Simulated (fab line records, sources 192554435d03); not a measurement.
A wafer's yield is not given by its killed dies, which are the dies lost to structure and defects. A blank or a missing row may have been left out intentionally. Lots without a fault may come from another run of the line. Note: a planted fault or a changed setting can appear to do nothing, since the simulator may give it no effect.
Chamber matching / flow n5 finfet / ald metal-04 running N5_BEOL_M9_ALD_74: 4 sister chambers
The step deposits TaN, target thk 2 nm, pulse time 2 s, purge time 3 s. 8 wafers are shown with their chamber, then 11 later ones without.

WAFERS WITH THEIR CHAMBER
wafer=L084.2; chamber=3; heater power w (W)=348; susceptor temp C (C)=275.31
wafer=L086.1; chamber=3; heater power w (W)=361; susceptor temp C (C)=275.13
wafer=L089.3; chamber=1; heater power w (W)=507; susceptor temp C (C)=275.09
wafer=L089.4; chamber=0; heater power w (W)=508; susceptor temp C (C)=275.08
wafer=L093.1; chamber=0; heater power w (W)=501; susceptor temp C (C)=275.00
wafer=L093.5; chamber=1; heater power w (W)=495; susceptor temp C (C)=274.92
wafer=L093.6; chamber=2; heater power w (W)=425; susceptor temp C (C)=275.10
wafer=L094.2; chamber=2; heater power w (W)=419; susceptor temp C (C)=275.20

WAFERS WITH NO CHAMBER GIVEN
wafer=L094.4; heater power w (W)=507; susceptor temp C (C)=275.04
wafer=L094.6; heater power w (W)=425; susceptor temp C (C)=274.60
wafer=L095.1; heater power w (W)=355; susceptor temp C (C)=275.05
wafer=L095.3; heater power w (W)=489; susceptor temp C (C)=275.13
wafer=L095.5; heater power w (W)=410; susceptor temp C (C)=274.68
wafer=L096.2; heater power w (W)=426; susceptor temp C (C)=275.26
wafer=L096.4; heater power w (W)=505; susceptor temp C (C)=275.07
wafer=L096.6; heater power w (W)=485; susceptor temp C (C)=275.00
wafer=L097.2; heater power w (W)=415; susceptor temp C (C)=275.23
wafer=L097.3; heater power w (W)=350; susceptor temp C (C)=274.48
wafer=L097.4; heater power w (W)=507; susceptor temp C (C)=275.06

CHAMBER TAKEN BY EACH
wafer=L094.4; from the rows above=can't be placed: 0 or 1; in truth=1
wafer=L094.6; from the rows above=2; in truth=2
wafer=L095.1; from the rows above=3; in truth=3
wafer=L095.3; from the rows above=can't be placed: 1 or 0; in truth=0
wafer=L095.5; from the rows above=2; in truth=2
wafer=L096.2; from the rows above=2; in truth=2
wafer=L096.4; from the rows above=can't be placed: 0 or 1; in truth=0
wafer=L096.6; from the rows above=can't be placed: 1 or 0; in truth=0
wafer=L097.2; from the rows above=2; in truth=2
wafer=L097.3; from the rows above=3; in truth=3
wafer=L097.4; from the rows above=can't be placed: 0 or 1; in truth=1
Placed correctly: 6 of 11. Unplaceable from these rows: 5, with the true chamber sitting among the candidates in 5. Number placed wrongly: 0.
How it was worked out, from the rows above alone: a wafer's distance from a chamber is the root of the sum, over the readings, of the square of ((its reading less the chamber's mean) divided by the reading's scatter). The wafer belongs to the nearest chamber; if the next one is less than 2 further off, it can't be placed. For every chamber, the mean is computed from those of its wafers that are shown. The scatter: the root of (the sum of the squares of (reading less its chamber's mean) over the shown wafers, divided by (wafers less chambers)).
